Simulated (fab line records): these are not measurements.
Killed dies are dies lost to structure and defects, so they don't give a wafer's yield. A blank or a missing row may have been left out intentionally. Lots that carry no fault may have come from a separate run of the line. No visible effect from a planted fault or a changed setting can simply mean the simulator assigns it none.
fab line records | flow n5Finfet | part 2 of 2: steps 7 to 7 of 7
record lots=8 wafers=24 lastDay=19
route steps=1938 shown FIN_CUT@175 STI_FIN_REVEAL@196 BEOL_M4@1111 PASSIVATION@1936
lots with no fault: from the same line, run without faults
startH: hours from the record's first day to the start of the lot's first wafer shown | waitH: time in hours since the lot's previous step | " same as the row above | L1.1+2: a row that stands for several wafers | - no value present, or no start provided | * or withheld: withheld | < > ~ a bound
route shown NAME@n: names a module that has steps shown in the file, with the first one's number in the route | usual: mean/standard deviation taken from wafers without a fault | same: alike in all rows | chamber/n: place in a boat | sites: readings site by site | _std_site: standard deviation across them | _edge_site: the outer-site mean with the inner-site mean subtracted | radiusMm: for every site, how far away it sits from the centre of the wafer | mask NAME#n: copy n | behind: the most recent tool/chamber to have shaped the wafer | hold: reason for holding the lot/hours on hold/outcome of the hold | device: the transistor (n, p or np) that didn't switch | end of line: the same wafers' tests at the end of the route | a step without rows: its recipe alone | killed: at the first sort, the dies lost to defects and structure; wafer yield is something else | map: per-die view of a wafer (x killed, . not killed, _ where there is no die)
set.NAME: setting as actually run; set.NAME@STEP: the setting as run at that earlier step | model.NAME: the simulator's own value behind a step, which no gauge read
a sample of lots followed through the steps of the route, with each step as a table and each wafer as a row
services: the hour from which a tool's chamber was out of use, counted from the record's first day as startH (under 0 if before that day), plus the number of hours and why
## steps
# step N5_PASSIVATION_PROBE_49
# usual defectLimitedYield=91.5/1.3 killed_at_M0_to_M3=33/10 killed_at_M4_up=13/4 killedAtContacts=12/6.3 killedAtFrontEnd=39/11 killedAtOther=3.4/2.6 killedDies=100/15 killedOnRim=13/4 killedOpen=65/11 killedShort=34/7.8 sort_bin_4_leakage=0/0 sort_bin_5_function=5.0/0.89 sort_bin_6_memory=3.2/0.58 sortNPass=1080/15 sortYieldPct=91.5/1.3
# same grossDies=1180 killedAtBackSide=0 sort_bin_8_speed[%]=0
# columns lot.wafer tool chamber startH waitH defectLimitedYield[%] killed_at_M0_to_M3 killed_at_M4_up killedAtContacts killedAtFrontEnd killedAtOther killedDies killedOnRim killedOpen killedShort sort_bin_4_leakage[%] sort_bin_5_function[%] sort_bin_6_memory[%] sortNPass sortYieldPct[%]
L246.2 prober-01 - 308.50 0.1 92.7 38 14 4 29 1 86 15 58 27 0 4.6 2.5 1094 92.7
L246.4 prober-01 - 308.60 0.2 91.4 30 15 14 40 3 102 16 58 38 0 5.1 2.9 1078 91.4
L246.6 prober-01 - 308.70 0.3 92.2 33 13 4 39 3 92 8 50 41 0 4.0 3.6 1088 92.2
L252.2 prober-02 - 352.26 0.1 89.7 26 22 13 55 6 122 13 86 36 0 6.9 3.4 1058 89.7
L252.3 prober-02 - 352.31 0.2 91.1 31 18 7 46 3 105 8 78 26 0 5.3 3.5 1075 91.1
L252.5 prober-02 - 352.41 0.3 92.6 18 17 8 37 7 87 15 60 27 0 4.7 2.6 1093 92.6
L260.2 prober-02 - 392.46 0.1 91.0 35 12 13 42 4 106 15 71 35 0 6.0 2.7 1074 91.0
L260.3 prober-02 - 392.51 0.1 92.4 39 8 10 30 3 90 10 50 39 0 3.8 3.1 1090 92.4
L260.4 prober-02 - 392.56 0.2 93.5 24 8 20 25 0 77 10 48 29 0 3.2 2.9 1103 93.5
L261.1 prober-02 - 394.38 0.0 91.9 38 7 7 41 2 95 17 52 42 91.95 4.9 2.6 0 0
L261.3 prober-02 - 394.48 0.1 92.0 34 15 2 40 3 94 14 46 43 92.03 4.0 3.2 0 0
L261.6 prober-02 - 394.63 0.3 92.4 39 8 4 37 2 90 19 51 34 92.37 4.2 2.5 0 0
L263.1 prober-01 - 416.77 0.0 91.1 37 14 20 32 2 105 15 66 36 0 4.6 3.6 1075 91.1
L263.5 prober-01 - 416.97 0.2 90.9 29 15 20 37 6 107 9 65 42 0 5.1 3.6 1073 90.9
L263.6 prober-01 - 417.02 0.3 90.7 29 12 18 50 1 110 17 60 48 0 5.3 3.1 1070 90.7
L262.2 prober-01 - 417.42 0.1 93.1 21 14 7 37 2 81 7 49 32 93.14 4.0 2.8 0 0
L262.5 prober-01 - 417.57 0.2 90.8 28 17 6 53 4 108 18 74 34 90.00 6.0 3.0 10 0.8
L262.6 prober-01 - 417.62 0.3 92.3 24 14 6 42 5 91 8 61 30 92.29 4.9 2.4 0 0
L264.2 prober-02 - 418.81 0.1 89.8 41 12 13 52 2 120 11 75 43 0 6.4 3.6 1060 89.8
L264.4 prober-02 - 418.91 0.2 88.6 34 11 16 71 2 134 11 87 45 0 6.6 4.2 1046 88.6
L264.6 prober-02 - 419.01 0.3 90.6 35 11 4 58 3 111 16 73 37 0 5.8 3.2 1069 90.6
L267.1 prober-02 - 452.39 0.0 91.5 40 7 3 50 0 100 14 66 33 0 5.1 3.1 1080 91.5
L267.3 prober-02 - 452.49 0.1 90.3 36 12 12 49 5 114 21 72 40 0 6.3 2.9 1066 90.3
L267.4 prober-02 - 452.54 0.2 90.1 36 7 16 58 0 117 13 74 42 0 5.9 3.8 1063 90.1
# killed by level:class
L246.2 BEOL_M2:geometricParticle:open=11 FIN_SAQP:geometricParticle:open=8 BEOL_M0_SAQP:geometricParticle:short=6 BEOL_M1:geometricParticle:open=6 BEOL_M0_SAQP:geometricParticle:open=5 BEOL_M3:geometricParticle:open=5 ILD0:geometricParticle:short=4 ILD0:geometricParticle:open=4
L246.4 MOL_CONTACT_COAG:geometricParticle:open=13 BEOL_M0_SAQP:geometricParticle:open=9 BEOL_M0_SAQP:geometricParticle:short=8 FIN_SAQP:geometricParticle:short=6 FIN_SAQP:geometricParticle:open=6 BEOL_M1:geometricParticle:open=6 STI_FIN_REVEAL:geometricParticle:open=4 GATE_CUT:geometricParticle:open=4
L246.6 STI_FIN_REVEAL:geometricParticle:open=10 BEOL_M0_SAQP:geometricParticle:short=7 BEOL_M0_SAQP:geometricParticle:open=7 ILD0:geometricParticle:short=6 BEOL_M4:geometricParticle:short=6 FIN_SAQP:geometricParticle:open=5 GATE_CUT:geometricParticle:short=5 BEOL_M2:geometricParticle:open=5
L252.2 BEOL_M4:geometricParticle:open=13 STI_FIN_REVEAL:geometricParticle:open=12 FIN_SAQP:geometricParticle:open=11 BEOL_M2:geometricParticle:open=11 MOL_CONTACT_COAG:geometricParticle:open=9 FIN_SAQP:geometricParticle:short=6 GATE_CUT:geometricParticle:short=5 ILD0:geometricParticle:open=5
L252.3 STI_FIN_REVEAL:geometricParticle:open=12 BEOL_M4:geometricParticle:open=11 BEOL_M2:geometricParticle:open=10 FIN_SAQP:geometricParticle:open=7 FIN_SAQP:geometricParticle:short=6 BEOL_M0:geometricParticle:open=6 DUMMY_GATE:geometricParticle:open=4 MOL_CONTACT_COAG:geometricParticle:open=4
L252.5 STI_FIN_REVEAL:geometricParticle:open=9 STI_FIN_REVEAL:geometricParticle:short=7 MOL_CONTACT_COAG:geometricParticle:open=6 BEOL_M1:geometricParticle:open=6 BEOL_M6:geometricParticle:open=5 FIN_SAQP:geometricParticle:open=3 GATE_CUT:geometricParticle:open=3 BEOL_M2:geometricParticle:open=3
L260.2 BEOL_M0_SAQP:geometricParticle:open=12 FIN_SAQP:geometricParticle:short=10 MOL_CONTACT_COAG:geometricParticle:open=9 STI_FIN_REVEAL:geometricParticle:open=7 BEOL_M0_SAQP:geometricParticle:short=7 GATE_CUT:geometricParticle:open=6 GATE_CUT:geometricParticle:short=6 FIN_SAQP:geometricParticle:open=5
L260.3 BEOL_M0_SAQP:geometricParticle:short=11 FIN_SAQP:geometricParticle:short=9 MOL_CONTACT_COAG:geometricParticle:open=9 BEOL_M2:geometricParticle:open=8 GATE_CUT:geometricParticle:short=7 BEOL_M0_SAQP:geometricParticle:open=7 BEOL_M3:geometricParticle:open=5 BEOL_M1:geometricParticle:open=4
L260.4 MOL_CONTACT_COAG:geometricParticle:open=15 BEOL_M0_SAQP:geometricParticle:short=8 FIN_SAQP:geometricParticle:open=7 GATE_CUT:geometricParticle:short=6 BEOL_M3:geometricParticle:open=6 MOL_CONTACT_COAG:geometricParticle:short=5 FIN_SAQP:geometricParticle:short=3 STI_FIN_REVEAL:geometricParticle:open=3
L261.1 BEOL_M0_SAQP:geometricParticle:short=11 FIN_SAQP:geometricParticle:open=10 BEOL_M0_SAQP:geometricParticle:open=10 FIN_SAQP:geometricParticle:short=9 GATE_CUT:geometricParticle:short=6 MOL_CONTACT_COAG:geometricParticle:open=6 BEOL_M3:geometricParticle:open=4 STI_FIN_REVEAL:geometricParticle:open=3
L261.3 FIN_SAQP:geometricParticle:short=11 BEOL_M0_SAQP:geometricParticle:short=11 BEOL_M0_SAQP:geometricParticle:open=7 BEOL_M2:geometricParticle:open=7 STI_FIN_REVEAL:geometricParticle:open=6 BEOL_M4:geometricParticle:open=5 FIN_SAQP:geometricParticle:open=3 FIN_CUT:geometricParticle:short=3
L261.6 BEOL_M0_SAQP:geometricParticle:short=12 BEOL_M0_SAQP:geometricParticle:open=11 FIN_SAQP:geometricParticle:short=8 FIN_SAQP:geometricParticle:open=6 BEOL_M3:geometricParticle:open=6 BEOL_M2:geometricParticle:open=5 STI_FIN_REVEAL:geometricParticle:open=3 GATE_CUT:geometricParticle:open=3
L263.1 MOL_CONTACT_COAG:geometricParticle:open=15 BEOL_M2:geometricParticle:open=10 BEOL_M3:geometricParticle:open=10 BEOL_M2:geometricParticle:short=8 ILD0:geometricParticle:open=6 BEOL_M0_SAQP:geometricParticle:short=6 FIN_SAQP:geometricParticle:open=5 FIN_SAQP:geometricParticle:short=5
L263.5 MOL_CONTACT_COAG:geometricParticle:open=16 FIN_SAQP:geometricParticle:short=10 BEOL_M0_SAQP:geometricParticle:open=7 BEOL_M0_SAQP:geometricParticle:short=7 BEOL_M3:geometricParticle:open=6 STI_FIN_REVEAL:geometricParticle:open=5 BEOL_M4:geometricParticle:open=5 DUMMY_GATE:geometricParticle:open=4
L263.6 FIN_SAQP:geometricParticle:short=15 MOL_CONTACT_COAG:geometricParticle:open=13 BEOL_M3:geometricParticle:open=7 STARTING-WAFER:geometricParticle:short=7 BEOL_M2:geometricParticle:short=6 BEOL_M2:geometricParticle:open=6 FIN_SAQP:geometricParticle:open=5 STI_FIN_REVEAL:geometricParticle:open=5
L262.2 STI_FIN_REVEAL:geometricParticle:open=11 FIN_SAQP:geometricParticle:open=9 BEOL_M0_SAQP:geometricParticle:short=7 BEOL_M3:geometricParticle:open=6 GATE_CUT:geometricParticle:short=4 MOL_CONTACT_COAG:geometricParticle:short=4 FIN_SAQP:geometricParticle:short=3 MOL_CONTACT_COAG:geometricParticle:open=3
L262.5 DUMMY_GATE:geometricParticle:open=15 FIN_SAQP:geometricParticle:open=14 FIN_SAQP:geometricParticle:short=7 MOL_CONTACT_COAG:geometricParticle:open=6 STI_FIN_REVEAL:geometricParticle:open=5 BEOL_M4:geometricParticle:open=5 BEOL_M8:geometricParticle:open=4 BEOL_M0_SAQP:geometricParticle:short=4
L262.6 FIN_SAQP:geometricParticle:open=11 STI_FIN_REVEAL:geometricParticle:open=9 FIN_SAQP:geometricParticle:short=6 MOL_CONTACT_COAG:geometricParticle:open=5 BEOL_M0:geometricParticle:short=5 BEOL_M1:geometricParticle:open=5 BEOL_M4:geometricParticle:short=5 DUMMY_GATE:geometricParticle:open=4
L264.2 STI_FIN_REVEAL:geometricParticle:open=12 FIN_SAQP:geometricParticle:open=11 MOL_CONTACT_COAG:geometricParticle:open=9 BEOL_M2:geometricParticle:open=9 BEOL_M0_SAQP:geometricParticle:open=8 BEOL_M0_SAQP:geometricParticle:short=7 BEOL_M3:geometricParticle:open=6 BEOL_M4:geometricParticle:open=6
L264.4 STI_FIN_REVEAL:geometricParticle:open=15 FIN_SAQP:geometricParticle:open=13 MOL_CONTACT_COAG:geometricParticle:open=13 FIN_SAQP:geometricParticle:short=10 BEOL_M0_SAQP:geometricParticle:short=10 GATE_CUT:geometricParticle:short=7 BEOL_M0_SAQP:geometricParticle:open=7 DUMMY_GATE:geometricParticle:open=6
L264.6 STI_FIN_REVEAL:geometricParticle:open=16 FIN_SAQP:geometricParticle:open=14 BEOL_M0_SAQP:geometricParticle:short=9 BEOL_M3:geometricParticle:open=8 BEOL_M4:geometricParticle:open=6 BEOL_M0_SAQP:geometricParticle:open=6 FIN_SAQP:geometricParticle:short=3 SPACER0:geometricParticle:short=3
L267.1 STI_FIN_REVEAL:geometricParticle:open=11 BEOL_M2:geometricParticle:open=11 FIN_SAQP:geometricParticle:open=10 BEOL_M0_SAQP:geometricParticle:open=7 DUMMY_GATE:geometricParticle:open=5 BEOL_M0_SAQP:geometricParticle:short=5 BEOL_M0:geometricParticle:open=5 FIN_SAQP:geometricParticle:short=4
L267.3 FIN_SAQP:geometricParticle:open=16 MOL_CONTACT_COAG:geometricParticle:open=9 BEOL_M0_SAQP:geometricParticle:short=8 BEOL_M2:geometricParticle:open=8 STI_FIN_REVEAL:geometricParticle:open=7 FIN_SAQP:geometricParticle:short=5 STI_FIN_REVEAL:geometricParticle:short=5 BEOL_M1:geometricParticle:open=5
L267.4 STI_FIN_REVEAL:geometricParticle:open=19 MOL_CONTACT_COAG:geometricParticle:open=12 BEOL_M0_SAQP:geometricParticle:short=11 FIN_SAQP:geometricParticle:open=9 BEOL_M0_SAQP:geometricParticle:open=8 GATE_CUT:geometricParticle:short=6 DUMMY_GATE:geometricParticle:open=5 FIN_SAQP:geometricParticle:short=4
## services
# columns tool chamber startH hours kind
rieSi-04 - 18.42 8.1 repair
rieSi-05 3 22.38 6.4 repair
rieSi-02 - 40.99 0.9 repair
rieSi-01 2 48.77 3.3 repair
rieSi-01 - 53.03 28.1 pm
rieSi-05 - 64.55 15.6 pm
rieSi-03 1 67.28 5.5 repair
rieSi-05 0 80.15 - clean
rieSi-05 0 80.15 28.7 scheduledDown
rieSi-05 0 80.15 28.7 ventCycle
rieSi-01 1 85.12 3.7 repair
rieSi-01 - 86.10 0.1 repair
vaporEtch-01 - 141.96 0.2 repair
vaporEtch-01 0 165.60 16.3 repair
## key
firstSign step=N5_STI_FIN_REVEAL_ETCH_34 reading=toolRecord direction=missing
effect step=N5_STI_FIN_REVEAL_CD_MEAS_22 reading=cdNm direction=up sigmas=8.2 usual=6.28 struck=8.26
effect step=N5_BEOL_M4_RC_MEAS_101 reading=IOFF_N_LIN direction=up sigmas=34 usual=0.072 struck=0.375
effect step=N5_BEOL_M4_RC_MEAS_101 reading=IOFF_N direction=up sigmas=30 usual=0.156 struck=0.814
effect step=N5_BEOL_M4_RC_MEAS_101 reading=IOFF_P_LIN direction=up sigmas=27 usual=0.099 struck=0.328
effect step=N5_BEOL_M4_RC_MEAS_101 reading=IOFF_N_85C direction=up sigmas=25 usual=3.0 struck=12.2
effect step=N5_BEOL_M4_RC_MEAS_101 reading=IOFF_P direction=up sigmas=23 usual=0.210 struck=0.723
effect step=N5_BEOL_M4_RC_MEAS_101 reading=IOFF_P_85C direction=up sigmas=20 usual=3.6 struck=10.2
effect step=N5_BEOL_M4_RC_MEAS_101 reading=IOFF_N_LONG direction=up sigmas=12 usual=5.45e-05 struck=8.74e-05
effect step=N5_BEOL_M4_RC_MEAS_101 reading=ION_N direction=up sigmas=11 usual=675 struck=775
effect step=N5_BEOL_M4_RC_MEAS_101 reading=DIBL_P direction=up sigmas=11 usual=36.4 struck=52.8
effect step=N5_BEOL_M4_RC_MEAS_101 reading=VT_N_LVT direction=down sigmas=9.5 usual=99 struck=70
effect step=N5_BEOL_M4_RC_MEAS_101 reading=VT_N direction=down sigmas=8.8 usual=250 struck=223
effect step=N5_BEOL_M4_RC_MEAS_101 reading=DIBL_N direction=up sigmas=8.6 usual=36.4 struck=48.9
effect step=N5_PASSIVATION_PROBE_49 reading=sort_bin_4_leakage direction=up sigmas=99+ usual=0 struck=91.96
metAt N5_STI_FIN_REVEAL_ETCH_34
struckLots L261,L262
notActingAt N5_FIN_CUT_PRECLEAN_35,N5_FIN_CUT_CUT_ETCH_28,N5_STI_FIN_REVEAL_RECESS_09
onsetBetween 128.87 131.74
fault kind=skippedStepWhole tool=rieSi-04 chamber=- onsetH=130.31 steps=N5_STI_FIN_REVEAL_ETCH_34 scope=struckLotsOnly
